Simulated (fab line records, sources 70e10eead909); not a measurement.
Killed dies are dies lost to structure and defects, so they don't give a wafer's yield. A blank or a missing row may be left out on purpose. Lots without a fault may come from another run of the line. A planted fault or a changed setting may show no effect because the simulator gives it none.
Problem report in the 8D (eight disciplines) form, filled by code | flow nand_harc | the parts of the form that need people (team, actions taken, sign-off) are left out

1. THE PROBLEM
cd_nm at NHARC_P_M1_CD_MEAS_09 reads a mean of 137.5 nm on 6 wafers of 2 lots; wafers without a fault read 130.2 nm with a standard deviation of 0.58. That is +13 standard deviations from the usual mean.
The step: target cd 130 nm.
First seen on wafer L759.1, day 7 12:59, on cd_sem-01. The record holds 36 wafers of 12 lots with a number at this step. Rule for "out", or "out of limits": more than 4 standard deviations from the usual mean. The other wafers with a number count as sound.

2. WHAT IT IS AND WHAT IT IS NOT
question                    | is                     | is not
which readings at this step | cd_nm                  | -
which lots                  | L759, L765             | L754, L756, L757, L758, L760, L769, L774, L775, L776, L777
which wafers of those lots  | all that have a number | -
read on which gauges        | cd_sem-01, cd_sem-02   | cd_sem-03
when                        | from day 7 12:59       | up to then (12 sound wafers); but 18 sound wafers of L760, L769, L774, L775, L776, L777 came after

3. SUSPECTS, AND WHAT RULES EACH OUT
Counting: a tool at a process step up to the reading stays a suspect if it ran every lot that is out and no sound lot after the first of them.
- the gauge at NHARC_P_M1_CD_MEAS_09: ruled out. The wafers that are out were read on 2 gauges (cd_sem-01, cd_sem-02).
- arfi_scanner-02 at NHARC_P_M1_EXPOSE_06 (exposes mask P M1, target cd 130 nm): kept. It ran every lot that is out, first L759 (day 7 12:50), and no sound lot after that; its last sound lot up to then is L756 (day 6 18:19). Its own readings are out on those wafers: exposure_dose_mJ_cm2.
Left after counting: arfi_scanner-02 at NHARC_P_M1_EXPOSE_06.

4. THE CAUSE (what the simulator had put in)
Process parameter drift: arfi_scanner-02, from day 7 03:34 on, at NHARC_P_M1_EXPOSE_06. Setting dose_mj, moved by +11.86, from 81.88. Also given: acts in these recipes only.
Counting left only this tool.

5. THE CHAIN OF EFFECTS, in route order
Each row: a reading whose mean over the struck wafers that have a number lies more than 3 standard deviations from the usual. Only readings for which the record gives a usual standard deviation are gone through. hours: the time from each lot's start at the first step in this table that gives one to its start at this step, as a median over the lots. sigmas: the change in usual standard deviations.
hours | step                  | reading              | usual    | on struck wafers | change | sigmas
0     | NHARC_P_M1_EXPOSE_06  | exposure_dose_mJ_cm2 | 81.90    | 92.55            | +10.65 | +99 or more
0     | NHARC_P_M1_CD_MEAS_09 | cd_nm                | 130.2 nm | 137.5            | +7.3   | +13
The process steps in it:
- NHARC_P_M1_EXPOSE_06: exposes mask P M1, target cd 130 nm.
Later measuring or inspecting steps at which every struck wafer that the step has a row for has a number for every such reading, and none has moved that far: NHARC_END_SORT_01.

6. WHAT WOULD HAVE CAUGHT IT SOONER
In this record the first reading out of limits at a measuring or inspecting step was taken at day 7 12:59, 9 hours after the fault began at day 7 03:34.
The tool's own readings at NHARC_P_M1_EXPOSE_06 were out on every struck wafer that the step has a row for (exposure_dose_mJ_cm2): an alarm limit on them would have fired on the first of those.
Of the lots that are out (2), L765 began NHARC_P_M1_EXPOSE_06 on arfi_scanner-02 after day 7 12:59. A hold on the tool at that time would have spared it.
